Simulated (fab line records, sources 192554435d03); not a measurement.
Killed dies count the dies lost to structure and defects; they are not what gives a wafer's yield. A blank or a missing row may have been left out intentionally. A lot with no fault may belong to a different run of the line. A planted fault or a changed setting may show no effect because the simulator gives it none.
Matching of chambers / flow n5-finfet / rie-si-03 running N5_FIN_SAQP_MANDREL_ETCH_58: 4 sister chambers
The step etches a-Si in HBr/Cl2, stops on SiNx, target depth 45 nm, bt time 10 s, time 27 s. 4 wafers are shown with their chamber, then 10 later ones without.

## WAFERS, EACH WITH ITS CHAMBER
wafer=L085.6; chamber=3; throttle-valve-pct (%)=35.96
wafer=L086.1; chamber=1; throttle-valve-pct (%)=35.80
wafer=L088.1; chamber=2; throttle-valve-pct (%)=35.29
wafer=L088.2; chamber=0; throttle-valve-pct (%)=35.34

## WAFERS WITH NO CHAMBER GIVEN
wafer=L088.4; throttle-valve-pct (%)=35.80
wafer=L090.1; throttle-valve-pct (%)=35.79
wafer=L090.4; throttle-valve-pct (%)=35.25
wafer=L090.6; throttle-valve-pct (%)=35.25
wafer=L091.1; throttle-valve-pct (%)=36.00
wafer=L091.3; throttle-valve-pct (%)=35.33
wafer=L091.4; throttle-valve-pct (%)=35.26
wafer=L092.2; throttle-valve-pct (%)=35.27
wafer=L092.4; throttle-valve-pct (%)=35.79
wafer=L092.6; throttle-valve-pct (%)=35.97

## EACH ONE'S CHAMBER
wafer=L088.4; from the rows above=1; in truth=1
wafer=L090.1; from the rows above=1; in truth=1
wafer=L090.4; from the rows above=can't be placed: 2 or 0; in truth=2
wafer=L090.6; from the rows above=can't be placed: 2 or 0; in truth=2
wafer=L091.1; from the rows above=3; in truth=3
wafer=L091.3; from the rows above=can't be placed: 0 or 2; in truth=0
wafer=L091.4; from the rows above=can't be placed: 2 or 0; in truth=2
wafer=L092.2; from the rows above=can't be placed: 2 or 0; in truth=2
wafer=L092.4; from the rows above=1; in truth=1
wafer=L092.6; from the rows above=3; in truth=3
5 of 10 placed correctly. Can't be placed from these rows: 5 (the true chamber is among the candidates in 5). Number placed wrongly: 0.
How it was worked out, from the rows above alone: a wafer's distance from a chamber is the root of the sum, over the readings, of the square of ((its reading less the chamber's mean) divided by the reading's scatter). If the next closest chamber is less than 2 further off than the closest, the wafer can't be placed; otherwise it belongs to the closest. Each chamber's mean is taken over the wafers shown for it. The scatter: root of mean squared gap, hidden wafer to nearest shown wafer, with one shown wafer a chamber.
